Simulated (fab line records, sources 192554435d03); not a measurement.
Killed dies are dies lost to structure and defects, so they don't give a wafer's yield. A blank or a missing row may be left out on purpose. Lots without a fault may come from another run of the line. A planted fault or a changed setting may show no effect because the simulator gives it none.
Problem report in the 8D (eight disciplines) form, filled by code | flow n5_finfet | the parts of the form that need people (team, actions taken, sign-off) are left out

1. THE PROBLEM
M2_ILD_THK at N5_BEOL_M2_THK_MEAS_01 reads a mean of 103.9 nm on 3 wafers of 3 lots; wafers without a fault read 79.5 nm with a standard deviation of 1. That is +24 standard deviations from the usual mean.
First seen on wafer L479.5, day 11 18:16, on film_metro-01. The record holds 28 wafers of 10 lots with a number at this step. Rule for "out", or "out of limits": more than 4 standard deviations from the usual mean. The other wafers with a number count as sound.

2. WHAT IT IS AND WHAT IT IS NOT
question                    | is                           | is not
which readings at this step | M2_ILD_THK                   | -
which lots                  | L479, L481, L482             | L459, L461, L463, L464, L467, L469, L472
which wafers of those lots  | L479.5, L481.5, L482.5       | L479.3, L481.3, L482.1, L482.3
read on which gauges        | film_metro-01, film_metro-02 | -
when                        | from day 11 18:16            | up to then (22 sound wafers); but 3 sound wafers of L481, L482 came after

3. SUSPECTS, AND WHAT RULES EACH OUT
Counting: a tool at a process step up to the reading stays a suspect if it ran every lot that is out. Sound lots after the first of them don't rule it out here, since some wafers of a struck lot are sound.
- the gauge at N5_BEOL_M2_THK_MEAS_01: ruled out. The wafers that are out were read on 2 gauges (film_metro-01, film_metro-02).
- pecvd-01 at N5_BEOL_M1_DEP_57 (deposits SiCN from 3MS/NH3, target thk 8 nm, time 14 s): kept. It ran every lot that is out, first L479 (day 11 18:04); its last sound lot up to then is L472 (day 10 09:39).
- pecvd-03 at N5_BEOL_M2_ILD_DEP_00 (deposits SiOC from DEMS/O2, target thk 79 nm, time 15.3 s): kept. It ran every lot that is out, first L479 (day 11 18:12); its last sound lot up to then is L469 (day 9 02:13).
Left after counting: pecvd-01 at N5_BEOL_M1_DEP_57, pecvd-03 at N5_BEOL_M2_ILD_DEP_00.

4. THE CAUSE (what the simulator had put in)
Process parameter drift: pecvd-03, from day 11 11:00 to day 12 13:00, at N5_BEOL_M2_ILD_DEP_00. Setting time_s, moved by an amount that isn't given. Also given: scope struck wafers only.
Counting left 2 suspects, and this tool is among them.

5. THE CHAIN OF EFFECTS, in route order
Each row: a reading whose mean over the struck wafers that have a number lies more than 3 standard deviations from the usual. Only readings for which the record gives a usual standard deviation are gone through. hours: the time from each lot's start at the first step in this table that gives one to its start at this step, as a median over the lots. sigmas: the change in usual standard deviations.
hours | step                    | reading              | usual   | on struck wafers | change | sigmas
0     | N5_BEOL_M2_THK_MEAS_01  | M2_ILD_THK           | 79.5 nm | 103.9            | +24.4  | +24
151   | N5_PASSIVATION_PROBE_49 | defect_limited_yield | 90.9 %  | 77.3             | -13.6  | -9.7
151   | N5_PASSIVATION_PROBE_49 | killed_at_M0_to_M3   | 37      | 194              | +157   | +13
151   | N5_PASSIVATION_PROBE_49 | killed_dies          | 107     | 268              | +161   | +9.5
151   | N5_PASSIVATION_PROBE_49 | sort_bin_5_function  | 5.3 %   | 18.6             | +13.3  | +14
151   | N5_PASSIVATION_PROBE_49 | sort_n_pass          | 1073    | 912              | -161   | -9.5
151   | N5_PASSIVATION_PROBE_49 | sort_yield_pct       | 90.9 %  | 77.3             | -13.6  | -9.1
The process steps in it:
- N5_PASSIVATION_PROBE_49
Later measuring or inspecting steps at which every struck wafer that the step has a row for has a number for every such reading, and none has moved that far: N5_BEOL_M2_OVL_MEAS_12, N5_BEOL_M4_RC_MEAS_101.

6. WHAT WOULD HAVE CAUGHT IT SOONER
In this record the first reading out of limits at a measuring or inspecting step was taken at day 11 18:16, 7 hours after the fault began at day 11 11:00.
Of the tool readings at N5_BEOL_M2_ILD_DEP_00 for which the record gives a usual standard deviation, none was out on any struck wafer, so an alarm limit of 4 standard deviations on them would not have fired.
Of the lots that are out (3), L482, L481 began N5_BEOL_M2_ILD_DEP_00 on pecvd-03 after day 11 18:16. A hold on the tool at that time would have spared those 2.
